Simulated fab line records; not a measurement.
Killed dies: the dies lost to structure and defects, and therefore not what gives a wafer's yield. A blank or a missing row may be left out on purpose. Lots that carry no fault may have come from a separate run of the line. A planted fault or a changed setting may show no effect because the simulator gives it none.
fab line records	flow n5Finfet
[record] lots = 5	wafers = 15	lastDay = 16
route steps=1938 shown SDB@374 DUMMY_REMOVAL@377 HKMG_FIN@385 PASSIVATION@1936
lots with no fault: from the same line, run without faults
startH: hours from the record's opening day to when the first of the lot's shown wafers began	waitH: hours elapsed since this lot's preceding step	" identical to the entry in the row above	L1.1+2: several wafers, shown together as one row	- no value, or no start was given	* or withheld: withheld	< > ~ a bound
route shown NAME@n: names a module that has steps shown in the file, with the first one's number in the route	usual: average and standard deviation across the fault-free wafers	same: alike in all rows	chamber/n: place in a boat	sites: the reading at each site	_std_site: the values' standard deviation	_edge_site: inner sites' mean taken away from outer sites' mean	radiusMm: for every site, how far away it sits from the centre of the wafer	mask NAME#n: copy n	behind: tool/chamber where the wafer was last shaped	hold: cause of the lot's hold/its duration in hours/its outcome	device: names the non-switching transistor (n, p or np)	end of line: tests of these same wafers at the route's end	step lacking rows: just its recipe	killed: dies lost to structure and defects at the first sort, not the wafer's yield	map: per-die view of a wafer (x killed, . not killed, _ where there is no die)
set.NAME: the setting as run; set.NAME@STEP: as run at that earlier step	model.NAME: the simulator's own value behind a step, which no gauge read
lots at some steps of the route; a table a step, a row a wafer
services: the hour from which a tool's chamber was out of use, counted from the record's first day as startH (under 0 if before that day), plus the number of hours and why
[[steps]]
[step N5_SDB_CMP_30]
[recipe] stopOn = poly-Si	tOverpolishS = 1.54	postCmpClean = alkalineBrush	downForcePsi = 4.1491	platenRpm = 51.796	padVelocityMS = 1.0306	targetThkNm = 30
[usual] motorCurrentA = 12.2/0.87	overpolishRunS = 1.539/0.0085	platenRpm = 51.80/0.034	timeToEndpointS = 16/3.5
lot.wafer	tool	chamber	startH	waitH	motorCurrentA	overpolishRunS	platenRpm	timeToEndpointS
L609.4	cmp-04	3	84.01	1.4	13.4	1.530	51.82	15
L609.1	"	2	"	"	11.1	1.522	51.84	15
L609.5	"	3	"	"	13.4	1.546	51.82	12
L615.2	cmp-02	2	116.37	1.5	12.4	1.543	51.80	16
L615.6	"	0	"	"	12.7	1.553	51.78	19
L615.5	"	1	"	"	12.9	1.535	51.85	11
L622.4	cmp-04	0	160.31	1.4	12.4	1.548	51.85	12
L622.1	"	1	"	"	12.8	1.534	51.84	15
L622.6	"	0	"	"	12.2	1.541	51.80	15
L624.2	cmp-04	2	171.30	1.4	11.3	1.534	51.74	14
L624.3	"	1	"	"	12.9	1.536	51.72	18
L624.6	"	3	"	"	13.1	1.540	51.76	14
L625.2	cmp-02	3	181.08	1.4	10.4	1.530	51.79	15
L625.1	"	0	"	"	13.2	1.530	51.81	17
L625.3	"	1	"	"	12.6	1.539	51.81	6
[step N5_SDB_THK_MEAS_31]
[recipe] reads = a-Si_of_DUMMY_GATE_CVD_03
[usual] SDB_THK = 64.1/1.2
lot.wafer	tool	chamber	startH	waitH	SDB_THK[nm]
L609.1	filmMetro-02	-	84.31	-	64.1
L609.4	"	-	"	"	63.2
L609.5	"	-	"	"	64.6
L615.2	filmMetro-02	-	116.59	-	64.3
L615.5	"	-	"	"	65.3
L615.6	"	-	"	"	63.8
L622.1	filmMetro-02	-	160.60	-	65.9
L622.4	"	-	"	"	67.0
L622.6	"	-	"	"	64.4
L624.2	filmMetro-02	-	171.60	-	64.5
L624.3	"	-	"	"	65.1
L624.6	"	-	"	"	64.8
L625.1	filmMetro-01	-	181.34	-	61.3
L625.2	"	-	"	"	63.6
L625.3	"	-	"	"	62.0
[step N5_SDB_INSPECT_36]
[recipe] inspectInstrument = darkfield	mode = postCmp
[usual] rawDefectCount = 37/22
lot.wafer	tool	chamber	startH	waitH	rawDefectCount
L609.1	defectInspect-02	-	84.33	0.0	21
L609.4	"	-	"	"	16
L609.5	"	-	"	"	40
L615.2	defectInspect-01	-	116.61	0.0	25
L615.5	"	-	"	"	22
L615.6	"	-	"	"	32
L622.1	defectInspect-01	-	160.63	0.0	35
L622.4	"	-	"	"	45
L622.6	"	-	"	"	60
L624.2	defectInspect-01	-	171.62	0.0	39
L624.3	"	-	"	"	43
L624.6	"	-	"	"	56
L625.1	defectInspect-01	-	181.36	0.0	23
L625.2	"	-	"	"	21
L625.3	"	-	"	"	17
[step N5_DUMMY_REMOVAL_HM_STRIP_01]
[recipe] chemistry = CH3F/O2	material = SiNx	targetDepthA = 40	stopOn = poly-Si	timeS = 6.8	overEtchFrac = 0.3	ionEnergyEv = 60	powerW = 410	biasW = 29	Ar_flow_sccm = 150	CH3F_flow_sccm = 30	O2_flow_sccm = 20
[step N5_DUMMY_REMOVAL_STRIP_10]
[recipe] chemistry = N2/H2	timeS = 40	powerW = 100	tempC = 40	pressureMtorr = 100	rfFrequencyHz = 6e+07	biasPowerW = 3	n2FlowSccm = 300	h2FlowSccm = 300
[usual] drypumpMotorCurrentA = 5.7/0.45	oesProductAu = 0.77/0.079	rfVppV = 45.4/0.87	showerheadPlenumPTorr = 3.39/0.12	throttleValvePct = 12.31/0.21
lot.wafer	tool	chamber	startH	waitH	drypumpMotorCurrentA	oesProductAu	rfHoursCounterH	rfVppV	showerheadPlenumPTorr	throttleValvePct
L609.1	rieDiel-06	1	84.74	0.0	5.6	0.72	153	46.0	3.25	12.34
L609.4	"	3	"	"	6.6	0.65	242	44.0	3.30	12.67
L609.5	"	0	"	"	5.4	0.79	-	45.9	3.42	12.40
L615.2	rieDiel-06	1	117.01	0.0	5.5	0.71	162	45.6	3.25	12.37
L615.5	"	2	"	"	5.7	0.86	-	46.2	3.61	12.02
L615.6	"	1	"	"	5.5	0.71	-	45.7	3.25	12.36
L622.1	rieDiel-01	1	160.72	0.0	5.9	0.70	247	46.0	3.35	12.71
L622.4	"	0	"	"	5.0	0.70	201	44.7	3.32	12.34
L622.6	"	1	"	"	5.9	0.69	-	44.8	3.35	12.68
L624.2	rieDiel-01	3	171.69	0.0	6.0	0.81	116	45.6	3.28	12.60
L624.3	"	2	"	"	5.6	0.84	46	46.4	3.58	12.19
L624.6	"	2	"	"	5.6	0.84	-	47.6	3.58	12.20
L625.1	rieDiel-06	1	181.64	0.0	5.5	0.71	184	45.4	3.23	12.43
L625.2	"	3	"	"	6.6	0.93	15	45.6	3.29	12.07
L625.3	"	0	"	"	5.4	0.77	147	45.2	3.40	12.49
[step N5_DUMMY_REMOVAL_PRECLEAN_07]
[recipe] chemistry = dHF	timeS = 30	tempC = 25	dilution = withheld
[step N5_DUMMY_REMOVAL_DUMMY_REMOVE_02]
[recipe] chemistry = TMAH	tempC = 70	target = poly-Si	stopOn = SiO2	targetDepthNm = 142	concWtPct = 5	timeS = 57	dry = ipaMarangoni	rinseTimeS = 30	rinseTempC = 23
[step N5_DUMMY_REMOVAL_INSPECT_06]
[recipe] inspectInstrument = brightfield	mode = aei
[usual] rawDefectCount = 12/5.9
lot.wafer	tool	chamber	startH	waitH	rawDefectCount
L609.1	defectInspect-02	-	84.90	0.0	11
L609.4	"	-	"	"	26
L609.5	"	-	"	"	8
L615.2	defectInspect-01	-	117.17	0.0	20
L615.5	"	-	"	"	7
L615.6	"	-	"	"	5
L622.1	defectInspect-01	-	160.88	0.0	10
L622.4	"	-	"	"	12
L622.6	"	-	"	"	13
L624.2	defectInspect-02	-	171.85	0.0	4
L624.3	"	-	"	"	3
L624.6	"	-	"	"	12
L625.1	defectInspect-01	-	181.80	0.0	12
L625.2	"	-	"	"	30
L625.3	"	-	"	"	13
[step N5_DUMMY_REMOVAL_PRECLEAN_08]
[recipe] chemistry = NF3:NH3	afsCycles = 2	tempC = 30	timeS = 20	sublimationTempC = 180	sublimationTimeS = 60	pressureTorr = 3	rfPowerW = 30
[step N5_DUMMY_REMOVAL_PRECLEAN_04]
[recipe] chemistry = DHF	timeS = 37	tempC = 25	dilution = 500:1
[step N5_DUMMY_REMOVAL_SRD_05]
[recipe] dry = ipaMarangoni	doPpb = 5	timeS = 30	tempC = 23	rinseLiquid = diw
[step N5_HKMG_FIN_IL_REGROW_00]
[recipe] material = SiO2	targetThkA = 7.5	chemistry = O3	tempC = withheld	timeS = 30
[step N5_HKMG_FIN_HK_ALD_01]
[recipe] material = HfO2	targetThkA = 16	tempC = withheld	aldPrecursorFamily = HfCl4	aldCoReactant = H2O	pulseTimeS = 3	purgeTimeS = 3	coReactantPurgeTimeS = 2.5	coReactantPulseTimeS = 0.3	aldCycles = 30
[usual] aldCycles = 30/0	precursorPulseHeightRel = 0.996/0.02
lot.wafer	tool	chamber	startH	waitH	aldCycles	precursorPulseHeightRel
L609.1	aldHk-02	2	85.25	0.0	30	1.017
L609.4	"	3	"	"	30	0.988
L609.5	"	1	"	"	30	0.982
L615.2	aldHk-01	1	117.53	0.0	30	1.015
L615.5	"	3	"	"	30	0.981
L615.6	"	0	"	"	30	1.013
L622.1	aldHk-02	1	161.30	0.0	35	1.011
L622.4	"	3	"	"	30	1.019
L622.6	"	0	"	"	35	1.000
L624.2	aldHk-03	1	172.22	0.0	30	1.006
L624.3	"	3	"	"	30	1.004
L624.6	"	2	"	"	30	1.007
L625.1	aldHk-01	0	182.16	0.0	30	1.009
L625.2	"	1	"	"	30	0.984
L625.3	"	2	"	"	30	0.992
[step N5_HKMG_FIN_HK_ANNEAL_02]
[recipe] tempC = 700	timeS = 30	ambient = N2	idleTempC = 600	rampUpCPerS = 150	rampDownCPerS = 60	coolToC = 600
[step N5_HKMG_FIN_ALD_74]
[recipe] material = La2O3	targetThkA = 5	tempC = 250	aldPrecursorFamily = La-Cp	aldCoReactant = O3	pulseTimeS = 6	coReactantPulseTimeS = 1	purgeTimeS = 3	coReactantPurgeTimeS = 3
[step N5_HKMG_FIN_ALD_75]
[recipe] material = Al2O3	targetThkA = 10	tempC = 150	aldPrecursorFamily = TMA	aldCoReactant = H2O	pulseTimeS = withheld	coReactantPulseTimeS = 1
[step N5_HKMG_FIN_COAT_41]
[recipe] resist = SOC	tempC = 250	timeS = 60	spinRpm = 1500	resistThkNm = 300
[step N5_HKMG_FIN_COAT_42]
[recipe] resist = SiARC	tempC = 220	timeS = 60	spinRpm = 1500	resistThkNm = 35
[step N5_HKMG_FIN_COAT_43]
[recipe] resist = CAR-ArF	spinRpm = 1500	resistThkNm = 90
[step N5_HKMG_FIN_EBR_45]
[recipe] solvent = PGMEA	ebrWidthMm = 1.5
[step N5_HKMG_FIN_SOFTBAKE_44]
[recipe] tempC = 110	timeS = 60	resist = CAR-ArF
[step N5_HKMG_FIN_EXPOSE_46]
[recipe] maskId = NDIPOLE	na = 1.35	sourceShape = conventional	sigmaOuter = 0.8	polarization = unpolarized	doseMj = 40
[step N5_HKMG_FIN_PEB_47]
[recipe] pebTempC = withheld	pebTimeS = 60	resist = CAR-ArF
[step N5_HKMG_FIN_DEVELOP_48]
[recipe] developTimeS = 30	developer = TMAH	resist = CAR-ArF	rinseLiquid = diw	dry = airSpin	devTempC = 23
[step N5_HKMG_FIN_CD_MEAS_49]
[recipe] targetCdNm = 202	landingEnergyEv = 500	detector = seInlens	polarity = opening
[usual] cdNm = 201.9/0.94
lot.wafer	tool	chamber	startH	waitH	cdNm
L609.1	cdSem-03	0	86.20	-	202.6
L609.4	"	0	"	"	202.5
L609.5	"	0	"	"	202.8
L615.2	cdSem-03	0	118.50	-	204.0
L615.5	"	0	"	"	202.5
L615.6	"	0	"	"	203.1
L622.1	cdSem-01	0	162.24	-	203.0
L622.4	"	0	"	"	202.4
L622.6	"	0	"	"	201.8
L624.2	cdSem-03	0	173.04	-	202.7
L624.3	"	0	"	"	203.6
L624.6	"	0	"	"	203.8
L625.1	cdSem-01	0	183.12	-	200.3
L625.2	"	0	"	"	199.5
L625.3	"	0	"	"	200.7
[step N5_HKMG_FIN_OVL_MEAS_50]
[recipe] pointsPerWafer = 44
[usual] NDIPOLE_OVL = 0.1/0.93
lot.wafer	tool	chamber	startH	waitH	NDIPOLE_OVL[nm]
L609.1	overlay-01	0	86.23	0.0	1.0
L609.4	"	0	"	"	1.3
L609.5	"	0	"	"	0.4
L615.2	overlay-01	0	118.53	0.0	-0.4
L615.5	"	0	"	"	0.1
L615.6	"	0	"	"	0.1
L622.1	overlay-01	0	162.27	0.0	0.1
L622.4	"	0	"	"	1.7
L622.6	"	0	"	"	0.4
L624.2	overlay-01	0	173.07	0.0	2.1
L624.3	"	0	"	"	-0.2
L624.6	"	0	"	"	2.1
L625.1	overlay-02	0	183.15	0.0	-0.2
L625.2	"	0	"	"	-0.8
L625.3	"	0	"	"	-0.5
[step N5_HKMG_FIN_INSPECT_61]
[recipe] mode = adi	inspectInstrument = macro
[usual] rawDefectCount = 2.2/1.5
lot.wafer	tool	chamber	startH	waitH	rawDefectCount
L609.1	defectInspect-02	-	86.25	0.0	3
L609.4	"	-	"	"	2
L609.5	"	-	"	"	1
L615.2	defectInspect-01	-	118.56	0.0	2
L615.5	"	-	"	"	6
L615.6	"	-	"	"	3
L622.1	defectInspect-01	-	162.30	0.0	2
L622.4	"	-	"	"	2
L622.6	"	-	"	"	2
L624.2	defectInspect-01	-	173.09	0.0	2
L624.3	"	-	"	"	0
L624.6	"	-	"	"	2
L625.1	defectInspect-01	-	183.17	0.0	3
L625.2	"	-	"	"	3
L625.3	"	-	"	"	3
[step N5_HKMG_FIN_DESCUM_53]
[recipe] chemistry = O2	timeS = 7.9	sourcePowerW = 50	biasPowerW = 20	pressureMtorr = 20	rfFrequencyHz = 2.712e+07	tempC = 40	resist = CAR-ArF	o2FlowSccm = 225
[usual] drypumpMotorCurrentA = 5.6/0.37	oesProductAu = 0.75/0.078	rfVppV = 243.3/1.2	showerheadPlenumPTorr = 2.10/0.079	throttleValvePct = 20.48/0.29
lot.wafer	tool	chamber	startH	waitH	drypumpMotorCurrentA	oesProductAu	rfHoursCounterH	rfVppV	showerheadPlenumPTorr	throttleValvePct
L609.1	rieDiel-03	3	86.29	0.0	5.8	0.72	162	243.0	2.07	20.37
L609.4	"	2	"	"	4.8	0.69	222	244.2	2.15	20.28
L609.5	"	0	"	"	5.9	0.69	-	242.0	2.07	21.02
L615.2	rieDiel-05	1	118.69	0.1	5.2	0.78	138	245.8	2.18	20.58
L615.5	"	0	"	"	5.8	0.74	-	244.0	2.19	20.85
L615.6	"	3	"	"	5.6	0.75	-	241.4	1.99	20.27
L622.1	rieDiel-05	3	162.33	0.0	5.6	0.74	178	242.5	1.98	20.31
L622.4	"	1	"	"	5.2	0.78	152	243.4	2.18	20.60
L622.6	"	1	"	"	5.2	0.78	-	243.8	2.18	20.59
L624.2	rieDiel-04	2	173.13	0.0	5.9	0.68	247	244.8	2.11	20.08
L624.3	"	3	"	"	6.4	0.92	19	245.4	2.23	20.30
L624.6	"	2	"	"	5.9	0.69	-	244.4	2.11	20.06
L625.1	rieDiel-04	0	183.29	0.1	5.7	0.73	215	242.1	2.00	20.77
L625.2	"	3	"	"	6.4	0.90	25	245.3	2.23	20.32
L625.3	"	2	"	"	5.9	0.68	253	243.7	2.11	20.09
[step N5_HKMG_FIN_ETCH_54]
[recipe] chemistry = CF4	target = SiARC	targetDepthA = 455	maskMaterial = CAR-ArF	timeS = 75.8	ionEnergyEv = 80	pressureMtorr = 40	sourceW = 545	biasW = 36	Ar_flow_sccm = 100	cf4FlowSccm = 100	ends = cleared
[usual] drypumpMotorCurrentA = 5.6/0.37	etchRfOnTimeS = 76.5/2.4	oesProductAu = 0.64/0.062	rfVppV = 184.1/1.3	showerheadPlenumPTorr = 2.15/0.08	throttleValvePct = 15.74/0.24
lot.wafer	tool	chamber	startH	waitH	drypumpMotorCurrentA	etchRfOnTimeS	oesProductAu	rfHoursCounterH	rfVppV	showerheadPlenumPTorr	throttleValvePct
L609.1	rieDiel-03	3	86.32	0.0	5.9	71.2	0.65	162	183.9	2.13	15.77
L609.4	"	2	"	"	4.7	77.3	0.59	222	184.3	2.20	15.58
L609.5	"	0	"	"	5.9	75.9	0.58	-	182.9	2.12	16.14
L615.2	rieDiel-05	1	118.73	0.0	5.2	79.0	0.66	138	185.1	2.24	15.84
L615.5	"	0	"	"	5.8	77.7	0.62	-	185.5	2.24	16.05
L615.6	"	3	"	"	5.6	77.2	0.64	-	183.4	2.05	15.62
L622.1	rieDiel-05	3	162.37	0.0	5.5	76.3	0.64	178	183.8	2.04	15.66
L622.4	"	1	"	"	5.2	77.5	0.65	152	185.1	2.24	15.85
L622.6	"	1	"	"	5.2	77.6	0.65	-	185.9	2.24	15.84
L624.2	rieDiel-04	2	173.16	0.0	5.9	78.0	0.58	247	184.5	2.21	15.76
L624.3	"	3	"	"	6.4	79.6	0.75	20	185.7	2.27	15.41
L624.6	"	2	"	"	5.9	78.1	0.57	-	184.6	2.21	15.77
L625.1	rieDiel-04	0	183.32	0.0	5.7	75.8	0.62	215	182.8	2.04	15.92
L625.2	"	3	"	"	6.4	79.3	0.74	25	184.9	2.26	15.43
L625.3	"	2	"	"	5.9	76.5	0.59	253	185.2	2.21	15.77
[step N5_HKMG_FIN_ETCH_55]
[recipe] chemistry = N2/H2	target = SOC	targetDepthA = 2400	tempC = 40	timeS = 300	ionEnergyEv = 200	maskMaterial = SiARC	pressureMtorr = 30	sourceW = 840	biasW = 150	n2FlowSccm = 200	h2FlowSccm = 200
[step N5_HKMG_FIN_STRIP_56]
[recipe] chemistry = N2/H2	tempC = 40	n2FlowSccm = 200	h2FlowSccm = 200	rfFrequencyHz = 6e+07
[step N5_HKMG_FIN_STRIP_57]
[recipe] chemistry = CF4	resist = SiARC	powerW = 300	biasPowerW = 75	pressureMtorr = 50	cf4FlowSccm = 150	rfFrequencyHz = 6e+07
[step N5_HKMG_FIN_ETCH_58]
[recipe] chemistry = N2/H2	target = SOC	targetDepthA = 2158	ionEnergyEv = 50	biasW = 13	timeS = 741	pressureMtorr = 30	sourceW = 875	n2FlowSccm = 200	h2FlowSccm = 200
[step N5_HKMG_FIN_STRIP_93]
[recipe] chemistry = N2/H2	material = SOC	timeS = 20	powerW = 500	tempC = 40	pressureMtorr = 50	rfFrequencyHz = 6e+07	biasPowerW = 8	h2Frac = 0.5	n2FlowSccm = 300	h2FlowSccm = 300
[step N5_HKMG_FIN_WET_ETCH_76]
[recipe] chemistry = dNH4OH	mix = 1:50	tempC = 25	target = Al2O3	stopOn = La2O3	targetDepthNm = 2.25	dry = ipaMarangoni	rinseTimeS = 30	rinseTempC = 23
[step N5_HKMG_FIN_STRIP_60]
[recipe] chemistry = N2/H2	powerW = 2500	tempC = 300	h2Frac = 0.65	timeS = 360	pressureMtorr = withheld	n2FlowSccm = 1750	h2FlowSccm = 3250
[step N5_HKMG_FIN_WET_ETCH_77]
[recipe] chemistry = dHCl	mix = 1:10000	tempC = 25	target = La2O3	stopOn = HfO2	targetDepthNm = 2
[step N5_HKMG_FIN_WET_ETCH_78]
[recipe] chemistry = dNH4OH	mix = 1:50	tempC = 25	target = Al2O3	stopOn = La2O3	targetDepthNm = 4.5	dry = ipaMarangoni	rinseTimeS = 30	rinseTempC = 23
[step N5_HKMG_FIN_ALD_79]
[recipe] material = TiN	targetThkA = 15	tempC = 400	aldPrecursorFamily = TiCl4	aldCoReactant = NH3	pulseTimeS = 1	purgeTimeS = 3	coReactantPurgeTimeS = 2	coReactantPulseTimeS = 2	aldCycles = 68	pressureTorr = 3
[step N5_HKMG_FIN_CVD_62]
[recipe] material = a-Si	targetThkA = 30	tempC = 500	precursor = Si2H6	pressureTorr = 1	timeS = 20.8
[usual] heaterPowerW = 1377/91
lot.wafer	tool	chamber	startH	waitH	heaterPowerW
L609.1	thermalCvdSi-02	1	88.01	0.2	1360
L609.4	"	0	"	"	1374
L609.5	"	2	"	"	1470
L615.2	thermalCvdSi-02	2	120.43	0.2	1495
L615.5	"	0	"	"	1370
L615.6	"	1	"	"	1351
L622.1	thermalCvdSi-01	0	164.06	0.2	1288
L622.4	"	2	"	"	1469
L622.6	"	0	"	"	1258
L624.2	thermalCvdSi-01	1	174.86	0.2	1253
L624.3	"	0	"	"	1256
L624.6	"	2	"	"	1493
L625.1	thermalCvdSi-02	1	185.01	0.2	1375
L625.2	"	2	"	"	1515
L625.3	"	0	"	"	1370
[step N5_HKMG_FIN_RTA_80]
[recipe] tempC = withheld	timeS = 2	ambient = N2	idleTempC = 600	rampUpCPerS = 150	rampDownCPerS = 60	coolToC = 600
[step N5_HKMG_FIN_PRECLEAN_64]
[recipe] chemistry = dHF	timeS = 30	tempC = 25	dilution = withheld
[step N5_HKMG_FIN_THK_MEAS_70]
[recipe] thkMeasGauge = xrf	reads = HfO2_of_HKMG_FIN_HK_ALD_01
[usual] HK_THK = 1.570/0.017
lot.wafer	tool	chamber	startH	waitH	HK_THK[nm]
L609.1	filmMetro-01	-	88.75	0.2	1.556
L609.4	"	-	"	"	1.558
L609.5	"	-	"	"	1.567
L615.2	filmMetro-02	-	121.10	0.2	1.606
L615.5	"	-	"	"	1.615
L615.6	"	-	"	"	1.562
L622.1	filmMetro-02	-	164.74	0.2	1.860
L622.4	"	-	"	"	1.581
L622.6	"	-	"	"	1.828
L624.2	filmMetro-02	-	175.69	0.2	1.578
L624.3	"	-	"	"	1.566
L624.6	"	-	"	"	1.545
L625.1	filmMetro-01	-	185.72	0.2	1.554
L625.2	"	-	"	"	1.577
L625.3	"	-	"	"	1.566
[step N5_PASSIVATION_PROBE_49]
[usual] killed_at_M0_to_M3 = 34/9.7	killed_at_M4_up = 14/5.7	killedAtContacts = 12/5.9	killedAtFrontEnd = 37/10	killedAtOther = 5/4.7	killedDies = 102/18	killedOpen = 65/12	killedShort = 34/8.8
[same] grossDies = 1180	killedAtBackSide = 0
lot.wafer	tool	chamber	startH	waitH	killed_at_M0_to_M3	killed_at_M4_up	killedAtContacts	killedAtFrontEnd	killedAtOther	killedDies	killedOpen	killedShort
L609.1	prober-02	-	289.56	0.0	27	13	17	22	0	79	61	18
L609.4	prober-02	-	289.71	0.2	28	8	8	19	0	63	41	20
L609.5	prober-02	-	289.76	0.2	23	12	13	27	1	76	55	18
L622.1	prober-02	-	356.97	0.0	41	28	23	26	1	119	71	47
L622.4	prober-02	-	357.12	0.2	52	27	7	28	1	115	84	29
L622.6	prober-02	-	357.22	0.3	51	24	21	27	0	123	83	39
L624.2	prober-02	-	372.31	0.1	32	12	21	31	4	100	62	37
L624.3	prober-02	-	372.36	0.1	38	10	10	40	13	111	66	43
L624.6	prober-02	-	372.51	0.3	26	9	19	41	11	106	62	41
// killed by level:class
L609.1 MOL_CONTACT_COAG:geometricParticle:open=12 BEOL_M0_SAQP:geometricParticle:open=10 BEOL_M0_SAQP:geometricParticle:short=7 BEOL_M4:geometricParticle:open=7 DUMMY_GATE:geometricParticle:open=5 MOL_CONTACT_COAG:geometricParticle:short=5 BEOL_M3:geometricParticle:open=5 STARTING-WAFER:geometricParticle:open=5
L609.4 FIN_SAQP:geometricParticle:open=9 BEOL_M2:geometricParticle:open=9 MOL_CONTACT_COAG:geometricParticle:open=8 BEOL_M3:geometricParticle:open=5 GATE_CUT:geometricParticle:short=4 BEOL_M0_SAQP:geometricParticle:open=3 BEOL_M0_SAQP:geometricParticle:short=2 BEOL_M1:geometricParticle:short=2
L609.5 MOL_CONTACT_COAG:geometricParticle:open=11 BEOL_M0_SAQP:geometricParticle:open=7 BEOL_M4:geometricParticle:open=6 STARTING-WAFER:geometricParticle:open=5 FIN_SAQP:geometricParticle:open=4 BEOL_M1:geometricParticle:open=4 STARTING-WAFER:geometricParticle:short=4 STI_FIN_REVEAL:geometricParticle:open=3
L622.1 BEOL_M0_SAQP:geometricParticle:short=17 BEOL_M4:geometricParticle:open=17 MOL_CONTACT_COAG:geometricParticle:open=15 BEOL_M0_SAQP:geometricParticle:open=10 MOL_CONTACT_COAG:geometricParticle:short=8 FIN_SAQP:geometricParticle:open=7 BEOL_M3:geometricParticle:open=7 STI_FIN_REVEAL:geometricParticle:open=5
L622.4 BEOL_M0_SAQP:geometricParticle:open=23 BEOL_M4:geometricParticle:open=16 BEOL_M0_SAQP:geometricParticle:short=10 FIN_SAQP:geometricParticle:open=7 MOL_CONTACT_COAG:geometricParticle:open=7 STI_FIN_REVEAL:geometricParticle:open=5 GATE_CUT:geometricParticle:open=5 BEOL_M2:geometricParticle:open=4
L622.6 MOL_CONTACT_COAG:geometricParticle:open=17 BEOL_M0_SAQP:geometricParticle:open=14 BEOL_M4:geometricParticle:open=12 BEOL_M3:geometricParticle:open=11 BEOL_M0_SAQP:geometricParticle:short=10 BEOL_M1:geometricParticle:open=8 BEOL_M4:geometricParticle:short=5 FIN_SAQP:geometricParticle:open=4
L624.2 MOL_CONTACT_COAG:geometricParticle:open=15 BEOL_M0_SAQP:geometricParticle:short=8 BEOL_M0_SAQP:geometricParticle:open=7 MOL_CONTACT_COAG:geometricParticle:short=6 BEOL_M1:geometricParticle:open=6 FIN_SAQP:geometricParticle:short=5 STI_FIN_REVEAL:geometricParticle:open=5 GATE_CUT:geometricParticle:short=5
L624.3 STI_FIN_REVEAL:geometricParticle:open=10 BEOL_M0_SAQP:geometricParticle:open=10 FIN_SAQP:geometricParticle:short=9 MOL_CONTACT_COAG:geometricParticle:open=8 BEOL_M1:geometricParticle:open=7 BEOL_M2:geometricParticle:open=7 BEOL_M0_SAQP:geometricParticle:short=6 BEOL_M4:geometricParticle:open=5
L624.6 MOL_CONTACT_COAG:geometricParticle:open=17 FIN_SAQP:geometricParticle:short=9 BEOL_M0_SAQP:geometricParticle:open=7 STARTING-WAFER:geometricParticle:short=7 STI_FIN_REVEAL:geometricParticle:open=5 GATE_CUT:geometricParticle:short=5 BEOL_M0_SAQP:geometricParticle:short=5 BEOL_M3:geometricParticle:open=5
[[services]]
tool	chamber	startH	hours	kind
aldHk-02	-	60.73	8.7	pm
cmp-02	-	66.45	2.2	repair
rieDiel-04	3	69.09	8.9	repair
aldHk-02	-	85.63	1.0	repair
cmp-02	-	101.41	8.3	pm
rieDiel-04	3	102.86	-	clean
rieDiel-04	3	102.86	-	consumableReplace:focusRing
rieDiel-04	3	102.86	-	consumableReplace:showerhead
rieDiel-04	3	102.86	18.0	scheduledDown
rieDiel-04	3	102.86	18.0	ventCycle
cmp-02	-	117.57	1.2	repair
rieDiel-01	1	128.11	2.4	repair
rieDiel-04	2	135.25	10.1	repair
rieDiel-04	-	138.03	2.8	pm
thermalCvdSi-02	0	139.66	6.9	repair
cmp-02	-	147.93	0.5	repair
aldHk-01	-	150.87	14.6	pm
rieDiel-04	1	159.48	5.8	repair
thermalCvdSi-01	-	161.29	1.3	repair
rieDiel-04	1	165.39	-	clean
rieDiel-04	1	165.39	-	consumableReplace:focusRing
rieDiel-04	1	165.39	-	consumableReplace:showerhead
rieDiel-04	1	165.39	25.7	scheduledDown
rieDiel-06	2	182.59	7.4	repair
[[key]]
[firstSign] step = N5_HKMG_FIN_HK_ALD_01	reading = aldCycles	direction = up	sigmas = 99+	usual = *	struck = *
[effect] step = N5_HKMG_FIN_THK_MEAS_70	reading = HK_THK	direction = up	sigmas = 16	usual = 1.570	struck = 1.844
metAt N5_HKMG_FIN_HK_ALD_01
struckWafers L622.1,L622.6
testerLeftOut L622
onsetBetween 85.25 161.30
[fault] kind = processParameterDrift	tool = aldHk-02	chamber = -	onsetH = 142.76	steps = N5_HKMG_FIN_HK_ALD_01	channel = aldCycles	offset = *	shape = step	endH = 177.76	scope = struckWafersOnly	actsIn = *	stated = *
// testerLeftOut: of these lots the tester's yield and bins aren't shown, on N5 and GAA mostly nor the transistor test; their killed dies are dies lost to structure and defects alone, not to doping, threshold or leakage, so they don't give the yield
